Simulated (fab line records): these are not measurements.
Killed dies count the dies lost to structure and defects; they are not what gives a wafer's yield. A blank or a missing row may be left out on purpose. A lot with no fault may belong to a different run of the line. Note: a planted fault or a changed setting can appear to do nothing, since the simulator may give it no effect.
Matching of chambers / flow n5_finfet / N5_BEOL_M3_ETCH_74 on rie_diel-06: 4 sister chambers
The step etches underlayer in N2/H2, target depth 6.5 nm, time 5.2 s. 24 wafers are shown with their chamber, then 12 later ones without.

## WAFERS, EACH WITH ITS CHAMBER
wafer=L074.1; chamber=1; showerhead_plenum_p_Torr (Torr)=2.37; drypump_motor_current_A (A)=5.5; throttle_valve_pct (%)=17.85
wafer=L074.2; chamber=3; showerhead_plenum_p_Torr (Torr)=2.50; drypump_motor_current_A (A)=6.2; throttle_valve_pct (%)=17.95
wafer=L074.3; chamber=0; showerhead_plenum_p_Torr (Torr)=2.63; drypump_motor_current_A (A)=5.6; throttle_valve_pct (%)=18.06
wafer=L074.4; chamber=3; showerhead_plenum_p_Torr (Torr)=2.50; drypump_motor_current_A (A)=6.2; throttle_valve_pct (%)=17.95
wafer=L074.5; chamber=0; showerhead_plenum_p_Torr (Torr)=2.63; drypump_motor_current_A (A)=5.6; throttle_valve_pct (%)=18.01
wafer=L074.6; chamber=1; showerhead_plenum_p_Torr (Torr)=2.37; drypump_motor_current_A (A)=5.5; throttle_valve_pct (%)=17.86
wafer=L075.1; chamber=1; showerhead_plenum_p_Torr (Torr)=2.37; drypump_motor_current_A (A)=5.6; throttle_valve_pct (%)=17.87
wafer=L075.3; chamber=3; showerhead_plenum_p_Torr (Torr)=2.50; drypump_motor_current_A (A)=6.2; throttle_valve_pct (%)=17.97
wafer=L075.5; chamber=3; showerhead_plenum_p_Torr (Torr)=2.50; drypump_motor_current_A (A)=6.1; throttle_valve_pct (%)=17.93
wafer=L076.2; chamber=1; showerhead_plenum_p_Torr (Torr)=2.37; drypump_motor_current_A (A)=5.5; throttle_valve_pct (%)=17.87
wafer=L076.3; chamber=3; showerhead_plenum_p_Torr (Torr)=2.50; drypump_motor_current_A (A)=6.2; throttle_valve_pct (%)=17.94
wafer=L076.5; chamber=2; showerhead_plenum_p_Torr (Torr)=2.72; drypump_motor_current_A (A)=4.8; throttle_valve_pct (%)=17.63
wafer=L077.3; chamber=1; showerhead_plenum_p_Torr (Torr)=2.37; drypump_motor_current_A (A)=5.6; throttle_valve_pct (%)=17.86
wafer=L077.5; chamber=3; showerhead_plenum_p_Torr (Torr)=2.50; drypump_motor_current_A (A)=6.2; throttle_valve_pct (%)=17.97
wafer=L077.6; chamber=0; showerhead_plenum_p_Torr (Torr)=2.62; drypump_motor_current_A (A)=5.6; throttle_valve_pct (%)=18.05
wafer=L079.2; chamber=2; showerhead_plenum_p_Torr (Torr)=2.71; drypump_motor_current_A (A)=4.8; throttle_valve_pct (%)=17.64
wafer=L079.3; chamber=0; showerhead_plenum_p_Torr (Torr)=2.62; drypump_motor_current_A (A)=5.6; throttle_valve_pct (%)=18.07
wafer=L079.6; chamber=1; showerhead_plenum_p_Torr (Torr)=2.37; drypump_motor_current_A (A)=5.6; throttle_valve_pct (%)=17.86
wafer=L080.1; chamber=0; showerhead_plenum_p_Torr (Torr)=2.62; drypump_motor_current_A (A)=5.6; throttle_valve_pct (%)=18.05
wafer=L080.3; chamber=3; showerhead_plenum_p_Torr (Torr)=2.50; drypump_motor_current_A (A)=6.2; throttle_valve_pct (%)=17.99
wafer=L080.5; chamber=0; showerhead_plenum_p_Torr (Torr)=2.62; drypump_motor_current_A (A)=5.6; throttle_valve_pct (%)=18.07
wafer=L082.2; chamber=2; showerhead_plenum_p_Torr (Torr)=2.71; drypump_motor_current_A (A)=4.8; throttle_valve_pct (%)=17.62
wafer=L082.3; chamber=3; showerhead_plenum_p_Torr (Torr)=2.49; drypump_motor_current_A (A)=6.2; throttle_valve_pct (%)=17.99
wafer=L082.5; chamber=1; showerhead_plenum_p_Torr (Torr)=2.36; drypump_motor_current_A (A)=5.5; throttle_valve_pct (%)=17.87

SIGNATURES (means of the wafers above)
reading=showerhead_plenum_p_Torr; chamber 0=2.6233; chamber 1=2.3686; chamber 2=2.7133; chamber 3=2.4988; scatter within a chamber=0.00432
reading=drypump_motor_current_A; chamber 0=5.600; chamber 1=5.543; chamber 2=4.800; chamber 3=6.188; scatter within a chamber=0.036
reading=throttle_valve_pct; chamber 0=18.0517; chamber 1=17.8629; chamber 2=17.6300; chamber 3=17.9612; scatter within a chamber=0.018
Rule: for a wafer and a chamber, the distance is found by dividing, reading by reading, the gap between the wafer's reading and the chamber's mean by the reading's scatter, squaring, summing and taking the root. The wafer belongs to the nearest chamber; if the next one is less than 2 further off, it can't be placed. How the scatter is found: for the shown wafers, subtract from each reading the mean of its chamber, square and add these, divide the total by (wafers less chambers), then take the root.

## WAFERS MISSING THEIR CHAMBER
wafer=L090.1; showerhead_plenum_p_Torr (Torr)=2.70; drypump_motor_current_A (A)=4.8; throttle_valve_pct (%)=17.68
wafer=L090.2; showerhead_plenum_p_Torr (Torr)=2.36; drypump_motor_current_A (A)=5.5; throttle_valve_pct (%)=17.90
wafer=L090.6; showerhead_plenum_p_Torr (Torr)=2.61; drypump_motor_current_A (A)=5.6; throttle_valve_pct (%)=18.10
wafer=L093.1; showerhead_plenum_p_Torr (Torr)=2.49; drypump_motor_current_A (A)=6.2; throttle_valve_pct (%)=17.57
wafer=L093.4; showerhead_plenum_p_Torr (Torr)=2.36; drypump_motor_current_A (A)=5.5; throttle_valve_pct (%)=17.91
wafer=L093.5; showerhead_plenum_p_Torr (Torr)=2.49; drypump_motor_current_A (A)=6.1; throttle_valve_pct (%)=17.57
wafer=L094.1; showerhead_plenum_p_Torr (Torr)=2.49; drypump_motor_current_A (A)=6.1; throttle_valve_pct (%)=17.56
wafer=L094.5; showerhead_plenum_p_Torr (Torr)=2.61; drypump_motor_current_A (A)=5.6; throttle_valve_pct (%)=18.09
wafer=L094.6; showerhead_plenum_p_Torr (Torr)=2.49; drypump_motor_current_A (A)=6.2; throttle_valve_pct (%)=17.55
wafer=L096.2; showerhead_plenum_p_Torr (Torr)=2.36; drypump_motor_current_A (A)=5.6; throttle_valve_pct (%)=17.91
wafer=L096.3; showerhead_plenum_p_Torr (Torr)=2.70; drypump_motor_current_A (A)=4.8; throttle_valve_pct (%)=17.73
wafer=L096.5; showerhead_plenum_p_Torr (Torr)=2.70; drypump_motor_current_A (A)=4.8; throttle_valve_pct (%)=17.69

## CHAMBER TAKEN BY EACH
wafer=L090.1; from the rows above=2; in truth=2
wafer=L090.2; from the rows above=1; in truth=1
wafer=L090.6; from the rows above=0; in truth=0
wafer=L093.1; from the rows above=3; in truth=3
wafer=L093.4; from the rows above=1; in truth=1
wafer=L093.5; from the rows above=3; in truth=3
wafer=L094.1; from the rows above=3; in truth=3
wafer=L094.5; from the rows above=0; in truth=0
wafer=L094.6; from the rows above=3; in truth=3
wafer=L096.2; from the rows above=1; in truth=1
wafer=L096.3; from the rows above=2; in truth=2
wafer=L096.5; from the rows above=2; in truth=2
12 of 12 placed correctly. Can't be placed from these rows: 0. 0 placed wrongly.
